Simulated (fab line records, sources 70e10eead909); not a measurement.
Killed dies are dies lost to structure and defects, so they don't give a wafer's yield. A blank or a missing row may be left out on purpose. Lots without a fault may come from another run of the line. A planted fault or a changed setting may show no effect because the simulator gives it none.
Which tool did it? | flow nand_harc | 10 lots, 30 wafers sampled, at 7 steps of a route of 1302

WHAT THE GAUGES READ, wafer by wafer
NHARC_A_CHANNEL_HOLE_D2_OVL_MEAS_11. Usual: overlay_x_nm -0.1 nm, standard deviation 0.77; overlay_y_nm 0.1 nm, standard deviation 0.7.
lot  | measured     | on         | overlay_x_nm (nm) | overlay_y_nm (nm) | flag
L211 | day 16 00:30 | overlay-01 | 1.8 0.9 1.1       | 1.0 1.1 0.8       |
L212 | day 16 05:13 | overlay-01 | 0.3 0.9 0.4       | -0.1 -0.3 -0.5    |
L213 | day 16 14:14 | overlay-01 | 0.4 -0.1 0.5      | -0.6 -0.2 0.3     |
L214 | day 16 14:23 | overlay-01 | 0.0 0.0 -0.3      | -0.1 0.6 -0.4     |
L217 | day 18 00:59 | overlay-02 | -0.5 -0.9 -0.2    | -0.8 -0.8 -0.3    |
L221 | day 19 04:35 | overlay-01 | -0.3 0.2 -0.1     | 0.4 0.2 0.5       |
L223 | day 20 03:14 | overlay-01 | -0.3 -0.8 -0.4    | 1.2 1.2 0.9       |
L222 | day 20 03:41 | overlay-01 | 0.0 -0.3 0.1      | 0.2 0.4 0.2       |
L224 | day 21 01:52 | overlay-01 | -0.6 -0.4 -0.6    | -0.5 -0.3 0.1     |
L225 | day 21 03:36 | overlay-02 | -0.8 -0.9 -0.3    | 0.7 0.3 0.0       |

NHARC_A_CHANNEL_HOLE_D2_CD_MEAS_31. Usual: cd_nm 90.3 nm, standard deviation 1.4.
lot  | measured     | on        | cd_nm (nm)     | flag
L211 | day 16 11:43 | cd_sem-01 | 0.5 1.5 0.1    | OFF
L212 | day 16 16:11 | cd_sem-01 | 0.1 0.3 0.1    | OFF
L213 | day 17 00:14 | cd_sem-01 | 1.7 0.4 1.4    | OFF
L214 | day 17 00:11 | cd_sem-02 | 90.8 89.6 89.3 |
L217 | day 18 07:48 | cd_sem-03 | 91.7 90.1 90.8 |
L221 | day 19 13:41 | cd_sem-01 | 90.3 89.8 90.2 |
L223 | day 20 15:56 | cd_sem-03 | 93.1 91.0 90.3 |
L222 | day 20 18:49 | cd_sem-01 | 89.7 91.4 93.2 |
L224 | day 21 12:31 | cd_sem-01 | 91.1 92.4 91.8 |
L225 | day 21 12:29 | cd_sem-03 | 89.6 91.2 92.5 |

NHARC_END_SORT_01. Usual: killed_at_array 62, standard deviation 18; killed_at_other 0.9, standard deviation 1.2; killed_at_periphery 4.2, standard deviation 2.9; killed_dies 67, standard deviation 17; killed_open 3.6, standard deviation 1.9; killed_short 2.5, standard deviation 1.6.
lot  | measured     | on        | killed_at_array | killed_at_other | killed_at_periphery | killed_dies | killed_open | killed_short | flag
L211 | day 27 03:27 | prober-01 | 673 674 671     | 2 2 4           | 2 1 2               | 677 677 677 | 7 7 5       | 5 7 7        | OFF
L212 | day 27 13:37 | prober-02 | 675 671 673     | 1 3 0           | 1 3 4               | 677 677 677 | 3 4 2       | 0 7 4        | OFF
L213 | day 27 23:34 | prober-02 | 676 676 676     | 0 0 0           | 1 1 1               | 677 677 677 | 4 1 3       | 1 5 2        | OFF

WHICH TOOL RAN EACH LOT (tool, then ch and the chambers of the sampled wafers, then the start)
lot  | NHARC_A_CHANNEL_HOLE_D2_ETCH_19  | NHARC_A_CHANNEL_HOLE_D2_ETCH_20  | NHARC_A_CHANNEL_HOLE_D2_ETCH_24  | NHARC_A_CHANNEL_HOLE_D2_XSEM_32
L211 | har_etch-01 ch 0,1, day 16 06:11 | har_etch-01 ch 0,1, day 16 06:20 | har_etch-01 ch 0,1, day 16 08:26 | xsem-02 ch 0, day 16 11:48
L212 | har_etch-01 ch 0,1, day 16 10:21 | har_etch-01 ch 0,1, day 16 10:28 | har_etch-01 ch 0,1, day 16 12:30 | xsem-01 ch 0, day 16 16:17
L213 | har_etch-02 ch 0,1, day 16 18:39 | har_etch-02 ch 0,1, day 16 18:46 | har_etch-02 ch 0,1, day 16 20:47 | xsem-01 ch 0, day 17 00:19
L214 | har_etch-01 ch 0,1, day 16 18:43 | har_etch-01 ch 0,1, day 16 18:49 | har_etch-01 ch 0,1, day 16 20:49 | xsem-02 ch 0, day 17 00:17
L217 | har_etch-02 ch 1, day 18 02:16   | har_etch-02 ch 1, day 18 02:23   | har_etch-02 ch 1, day 18 04:23   | xsem-02 ch 0, day 18 07:53
L221 | har_etch-02 ch 0,1, day 19 08:12 | har_etch-02 ch 0,1, day 19 08:25 | har_etch-02 ch 0,1, day 19 10:40 | xsem-01 ch 0, day 19 13:46
L223 | har_etch-01 ch 0,1, day 20 10:29 | har_etch-01 ch 0,1, day 20 10:41 | har_etch-01 ch 0,1, day 20 12:55 | xsem-02 ch 0, day 20 16:01
L222 | har_etch-02 ch 0,1, day 20 13:19 | har_etch-02 ch 0,1, day 20 13:25 | har_etch-02 ch 0,1, day 20 15:26 | xsem-01 ch 0, day 20 18:54
L224 | har_etch-01 ch 0,1, day 21 06:50 | har_etch-01 ch 0,1, day 21 06:57 | har_etch-01 ch 0,1, day 21 08:58 | xsem-01 ch 0, day 21 12:36
L225 | har_etch-02 ch 0,1, day 21 06:58 | har_etch-02 ch 0,1, day 21 07:05 | har_etch-02 ch 0,1, day 21 09:07 | xsem-02 ch 0, day 21 12:34
- NHARC_A_CHANNEL_HOLE_D2_ETCH_19: etches the open film in C4F8/O2/Ar, time 34.5 s.
- NHARC_A_CHANNEL_HOLE_D2_ETCH_20: etches the open film in C4F8/O2/Ar, time 361.9 s, target depth 1600 nm.
- NHARC_A_CHANNEL_HOLE_D2_ETCH_24: etches the open film in C4F8/O2/Ar, time 906.2 s, target depth 1500 nm.
- NHARC_A_CHANNEL_HOLE_D2_XSEM_32

WHAT THE TOOLS THEMSELVES READ (means of the sampled wafers that have a number; where no wafer has one, the mark that the record gives instead)
NHARC_A_CHANNEL_HOLE_D2_ETCH_19. Usual: bias_v 1199 V, standard deviation 12; c4f8_flow_sccm 28.80 sccm, standard deviation 0.091; drypump_motor_current_A 6.38 A, standard deviation 0.21; showerhead_plenum_p_Torr 3.73 Torr, standard deviation 0.18; throttle_valve_pct 37.037 %, standard deviation 0.0088.
lot  | tool        | bias_v (V) | c4f8_flow_sccm (sccm) | drypump_motor_current_A (A) | showerhead_plenum_p_Torr (Torr) | throttle_valve_pct (%) | flag
L211 | har_etch-01 | 1198       | 28.95                 | 6.50                        | 3.64                            | 37.050                 |
L212 | har_etch-01 | 1183       | 28.73                 | 6.52                        | 3.66                            | 37.036                 |
L213 | har_etch-02 | 1207       | 28.96                 | 6.17                        | 3.97                            | 37.034                 |
L214 | har_etch-01 | 1187       | 28.81                 | 6.46                        | 3.65                            | 37.039                 |
L217 | har_etch-02 | 1204       | 28.79                 | 5.99                        | 3.95                            | 37.033                 |
L221 | har_etch-02 | 1206       | 28.69                 | 6.30                        | 3.95                            | 37.033                 |
L223 | har_etch-01 | 1204       | 28.90                 | 6.52                        | 3.62                            | 37.039                 |
L222 | har_etch-02 | 1182       | 28.81                 | 6.32                        | 3.94                            | 37.040                 |
L224 | har_etch-01 | 1205       | 28.86                 | 6.48                        | 3.62                            | 37.040                 |
L225 | har_etch-02 | 1185       | 28.84                 | 6.15                        | 3.94                            | 37.040                 |

NHARC_A_CHANNEL_HOLE_D2_ETCH_20. Usual: c4f8_flow_sccm 89.31 sccm, standard deviation 0.27; chamber_pressure_mTorr 19.999 mTorr, standard deviation 0.02; drypump_motor_current_A 6.38 A, standard deviation 0.21; showerhead_plenum_p_Torr 3.68 Torr, standard deviation 0.18; throttle_valve_pct 32.154 %, standard deviation 0.0087.
lot  | tool        | c4f8_flow_sccm (sccm) | chamber_pressure_mTorr (mTorr) | drypump_motor_current_A (A) | showerhead_plenum_p_Torr (Torr) | throttle_valve_pct (%) | flag
L211 | har_etch-01 | -                     | -                              | -                           | -                               | -                      | OFF
L212 | har_etch-01 | -                     | -                              | -                           | -                               | -                      | OFF
L213 | har_etch-02 | -                     | -                              | -                           | -                               | -                      | OFF
L214 | har_etch-01 | 89.33                 | 19.980                         | 6.48                        | 3.61                            | 32.158                 |
L217 | har_etch-02 | 89.47                 | 19.996                         | 5.99                        | 3.90                            | 32.151                 |
L221 | har_etch-02 | 89.21                 | 19.994                         | 6.33                        | 3.90                            | 32.157                 |
L223 | har_etch-01 | 89.08                 | 20.007                         | 6.47                        | 3.59                            | 32.145                 |
L222 | har_etch-02 | 89.08                 | 20.026                         | 6.32                        | 3.89                            | 32.153                 |
L224 | har_etch-01 | 89.49                 | 19.992                         | 6.48                        | 3.58                            | 32.152                 |
L225 | har_etch-02 | 89.37                 | 20.001                         | 6.15                        | 3.89                            | 32.153                 |

NHARC_A_CHANNEL_HOLE_D2_ETCH_24. Usual: c4f8_flow_sccm 93.78 sccm, standard deviation 0.28; chamber_pressure_mTorr 19.999 mTorr, standard deviation 0.018; drypump_motor_current_A 6.38 A, standard deviation 0.21; showerhead_plenum_p_Torr 3.68 Torr, standard deviation 0.18; throttle_valve_pct 32.237 %, standard deviation 0.0086.
lot  | tool        | c4f8_flow_sccm (sccm) | chamber_pressure_mTorr (mTorr) | drypump_motor_current_A (A) | showerhead_plenum_p_Torr (Torr) | throttle_valve_pct (%) | flag
L211 | har_etch-01 | 93.70                 | 19.998                         | 6.52                        | 3.59                            | 32.238                 |
L212 | har_etch-01 | 93.49                 | 19.983                         | 6.50                        | 3.61                            | 32.236                 |
L213 | har_etch-02 | 93.83                 | 20.008                         | 6.17                        | 3.91                            | 32.252                 |
L214 | har_etch-01 | 93.84                 | 19.995                         | 6.47                        | 3.61                            | 32.232                 |
L217 | har_etch-02 | 93.46                 | 20.008                         | 6.00                        | 3.89                            | 32.236                 |
L221 | har_etch-02 | 94.07                 | 19.986                         | 6.31                        | 3.89                            | 32.238                 |
L223 | har_etch-01 | 93.78                 | 19.990                         | 6.47                        | 3.58                            | 32.236                 |
L222 | har_etch-02 | 93.72                 | 19.995                         | 6.31                        | 3.88                            | 32.237                 |
L224 | har_etch-01 | 93.90                 | 20.000                         | 6.48                        | 3.58                            | 32.230                 |
L225 | har_etch-02 | 93.78                 | 19.989                         | 6.17                        | 3.88                            | 32.242                 |

NHARC_A_CHANNEL_HOLE_D2_XSEM_32. Usual: bot_cd_nm 75.1 nm, standard deviation 1.4; bow_nm 8.72 nm, standard deviation 0.17; tilt_deg 0.07 degrees, standard deviation 0.044.
lot  | tool    | bot_cd_nm (nm) | bow_nm (nm) | tilt_deg (degrees) | flag
L211 | xsem-02 | 1.3            | 0.31        | -0.01              | OFF
L212 | xsem-01 | 0.3            | 0.50        | 0.02               | OFF
L213 | xsem-01 | 0.4            | 0.88        | 0.03               | OFF
L214 | xsem-02 | 74.3           | 9.01        | 0.07               |
L217 | xsem-02 | 75.7           | 8.62        | 0.12               |
L221 | xsem-01 | 75.1           | 8.39        | 0.13               |
L223 | xsem-02 | 75.7           | 8.85        | 0.08               |
L222 | xsem-01 | 76.2           | 8.67        | 0.06               |
L224 | xsem-01 | 76.5           | 8.73        | 0.09               |
L225 | xsem-02 | 75.6           | 8.70        | 0.05               |

THE ANSWER, worked out from the rows above alone
Rule: a lot is off if the mean of its wafers that have a number lies more than 3 standard deviations from the usual mean. A lot without any number at a reading at which 4 lots or more have one is off too. The other lots that the step has rows for count as sound. The gauges are gone through in route order, then the tools' own readings, and for those a lot's mean is taken as printed above. The first step at which some lot is off is used, and at that step the reading that is off furthest; a lot without a number counts as furthest.
Off: L211, L212, L213, at NHARC_A_CHANNEL_HOLE_D2_CD_MEAS_31 (cd_nm).
A tool fits if, at a process step before that reading, it ran every lot that is off, and no sound lot after the first of them. The gauges at NHARC_A_CHANNEL_HOLE_D2_CD_MEAS_31 aren't tried: what is off there is off at NHARC_END_SORT_01 too, on other tools, and a gauge's error can't cause that. None of those tried fits.

WHAT THE SIMULATOR HAD PUT IN
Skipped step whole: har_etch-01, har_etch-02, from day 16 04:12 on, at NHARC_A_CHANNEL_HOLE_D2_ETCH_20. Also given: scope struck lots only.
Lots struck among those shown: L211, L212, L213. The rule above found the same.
